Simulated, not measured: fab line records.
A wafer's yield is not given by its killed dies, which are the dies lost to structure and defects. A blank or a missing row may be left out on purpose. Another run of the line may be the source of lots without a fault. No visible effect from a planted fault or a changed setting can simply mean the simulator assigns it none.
Which tool did it?    flow nand_harc    Sampling: 13 lots, 39 wafers, 6 of 1302 route steps

WHAT THE GAUGES READ, wafer by wafer
NHARC_P_ZERO_WELL_CD_MEAS_24: target cd 720 nm.
lot   measured      on         cd_nm (nm)
L602  day 1 22:38   cd_sem-01  718.9 719.9 717.9
L603  day 2 08:35   cd_sem-01  718.9 719.1 721.1
L604  day 2 22:17   cd_sem-02  717.4 718.1 717.2
L606  day 3 14:28   cd_sem-02  719.5 719.8 718.5
L609  day 4 20:28   cd_sem-02  - - -
L610  day 5 06:19   cd_sem-03  720.8 720.1 719.8
L615  day 7 08:35   cd_sem-01  718.7 718.6 720.7
L617  day 8 04:29   cd_sem-02  718.9 720.0 719.4
L618  day 8 14:37   cd_sem-03  719.3 718.9 718.9
L619  day 9 00:34   cd_sem-03  720.0 719.4 720.3
L621  day 9 20:36   cd_sem-02  718.9 715.8 719.2
L622  day 10 06:35  cd_sem-02  718.1 719.8 721.2
L623  day 10 16:27  cd_sem-01  720.3 721.4 720.8

NHARC_P_GATE_CD_MEAS_11: target cd 1640 nm.
lot   measured      on         cd_nm (nm)
L602  day 4 08:40   cd_sem-01  1639.8 1638.5 1640.8
L603  day 4 23:47   cd_sem-02  1640.2 1640.1 1638.3
L604  day 5 08:41   cd_sem-03  1640.4 1638.7 1639.9
L606  day 6 10:46   cd_sem-03  1639.9 1639.2 1640.5
L610  day 7 19:30   cd_sem-03  1639.7 1639.2 1638.0
L615  day 9 16:39   cd_sem-03  1640.1 1640.3 1640.4
L617  day 10 11:42  cd_sem-03  1639.9 1638.6 1638.9
L618  day 10 22:49  cd_sem-02  1639.6 1640.9 1640.5
L619  day 11 08:39  cd_sem-01  1638.0 1637.7 1638.0
L621  day 12 01:32  cd_sem-03  1637.1 1639.9 1638.1
L622  day 12 17:58  cd_sem-01  1640.0 1638.4 1640.6
L623  day 13 02:13  cd_sem-03  1639.6 1639.2 1637.2

NHARC_END_SORT_01.
lot   measured      on         killed_at_array  killed_at_other  killed_at_periphery  killed_dies  killed_open  killed_short
L609  day 27 08:58  prober-01  73 80 64         2 0 0            602 597 613          677 677 677  2 4 6        1 3 3

WHICH TOOL RAN EACH LOT (tool, then ch and the chambers of the sampled wafers, then the start)
lot   NHARC_P_ZERO_WELL_EXPOSE_21        NHARC_P_STI_CMP_21             NHARC_P_GATE_DESCUM_31
L602  krf_scanner-03 ch 0, day 1 22:28   cmp-04 ch 0,2,3, day 3 15:42   rie_diel-06 ch 0,1, day 4 23:41
L603  krf_scanner-03 ch 0, day 2 08:26   cmp-04 ch 0,1,2, day 4 03:53   rie_diel-03 ch 1,2, day 5 13:52
L604  krf_scanner-02 ch 0, day 2 22:08   cmp-04 ch 0,1,2, day 4 12:29   rie_diel-03 ch 1,2,3, day 5 23:37
L606  krf_scanner-03 ch 0, day 3 14:19   cmp-02 ch 1,3, day 5 13:50     rie_diel-13 ch 0,1,3, day 7 03:32
L609  krf_scanner-02 ch 0, day 4 20:18   -                              -
L610  krf_scanner-02 ch 0, day 5 06:10   cmp-01 ch 1,3, day 7 02:32     rie_diel-03 ch 1,3, day 8 09:43
L615  krf_scanner-02 ch 0, day 7 08:26   cmp-02 ch 2,3, day 9 00:35     rie_diel-06 ch 1,2, day 10 06:31
L617  krf_scanner-04 ch 0, day 8 04:20   cmp-04 ch 1,2,3, day 9 21:39   rie_diel-06 ch 0,1,3, day 11 01:52
L618  krf_scanner-03 ch 0, day 8 14:27   cmp-02 ch 0,1,2, day 10 05:58  rie_diel-13 ch 0,2,3, day 11 15:59
L619  krf_scanner-02 ch 0, day 9 00:25   cmp-01 ch 1,2,3, day 10 16:05  rie_diel-06 ch 0,1,2, day 11 22:56
L621  krf_scanner-02 ch 0, day 9 20:26   cmp-04 ch 1,3, day 11 11:04    rie_diel-13 ch 0,2, day 12 19:55
L622  krf_scanner-04 ch 0, day 10 06:25  cmp-04 ch 1,2,3, day 12 00:59  rie_diel-03 ch 2,3, day 13 09:26
L623  krf_scanner-03 ch 0, day 10 16:17  cmp-01 ch 0,1, day 12 09:14    rie_diel-13 ch 0,2, day 13 22:23
- NHARC_P_ZERO_WELL_EXPOSE_21: exposes mask P NWELL, target cd 720 nm.
- NHARC_P_STI_CMP_21: polishes, t overpolish 20 s, target thk 380.67 nm.
- NHARC_P_GATE_DESCUM_31: chemistry O2, time 3 s.

AS READ BY THE TOOLS THEMSELVES (means over the sampled wafers that have a number; for cases with no such wafer, the mark the record gives instead)
NHARC_P_STI_CMP_21.
lot   tool    motor_current_A (A)  overpolish_run_s (s)
L602  cmp-04  11.9                 19.991
L603  cmp-04  12.0                 20.010
L604  cmp-04  12.1                 19.989
L606  cmp-02  11.9                 20.001
L610  cmp-01  12.9                 20.003
L615  cmp-02  12.2                 20.008
L617  cmp-04  12.7                 20.002
L618  cmp-02  12.9                 20.001
L619  cmp-01  13.1                 20.003
L621  cmp-04  12.0                 19.997
L622  cmp-04  13.0                 20.004
L623  cmp-01  11.8                 20.006

NHARC_P_GATE_DESCUM_31.
lot   tool         drypump_motor_current_A (A)  oes_product_au (a.u.)  rf_vpp_V (V)  showerhead_plenum_p_Torr (Torr)  throttle_valve_pct (%)
L602  rie_diel-06  5.6                          1.001                  57.5          1.90                             11.309
L603  rie_diel-03  5.2                          1.011                  58.1          1.99                             11.319
L604  rie_diel-03  5.0                          1.006                  58.2          1.95                             11.307
L606  rie_diel-13  5.3                          0.995                  57.4          1.90                             11.309
L610  rie_diel-03  5.0                          1.004                  57.7          1.92                             11.311
L615  rie_diel-06  5.4                          0.984                  57.5          1.80                             11.312
L617  rie_diel-06  5.9                          1.001                  56.6          1.84                             11.313
L618  rie_diel-13  5.4                          1.001                  58.5          1.95                             11.315
L619  rie_diel-06  5.4                          0.996                  58.8          1.86                             11.304
L621  rie_diel-13  5.4                          1.000                  57.5          1.90                             11.309
L622  rie_diel-03  5.0                          0.988                  57.7          1.97                             11.313
L623  rie_diel-13  5.5                          0.999                  56.4          1.90                             11.312

THE ANSWER, worked out from the rows above alone
Rule: what is usual is taken from the lots themselves. The widest of any qualifying gaps counts: lots, ordered by their means at a reading, are off when they make up no more than a third of the lots, leave a main group of 4 or more, and stand apart from it by 3 or more times the standard deviation of that group's means. A main group whose means are all the same, to the digits that the tables above print for the reading, isn't used. A lot without any number at a reading at which 4 lots or more have one is off too. Where the step has rows for the other lots, those lots are counted as sound. After the gauges, taken in route order, come the tools' own readings; for these a lot's mean is taken, as printed above. At the first step where some lot is off, the reading lying furthest off is the one used; lots without a number count as furthest.
Off, at NHARC_P_ZERO_WELL_CD_MEAS_24 on cd_nm: L609. Without a number there: L609. For the main group the mean is 719.3 nm and the standard deviation 0.86.
If a tool, at a process step before that reading, ran all the lots that are off and no sound lot after the first of them, it fits. Those tools and the gauges at NHARC_P_ZERO_WELL_CD_MEAS_24 are tried in the same way. Not one of the candidates tried fits.

WHAT WAS PUT IN BY THE SIMULATOR
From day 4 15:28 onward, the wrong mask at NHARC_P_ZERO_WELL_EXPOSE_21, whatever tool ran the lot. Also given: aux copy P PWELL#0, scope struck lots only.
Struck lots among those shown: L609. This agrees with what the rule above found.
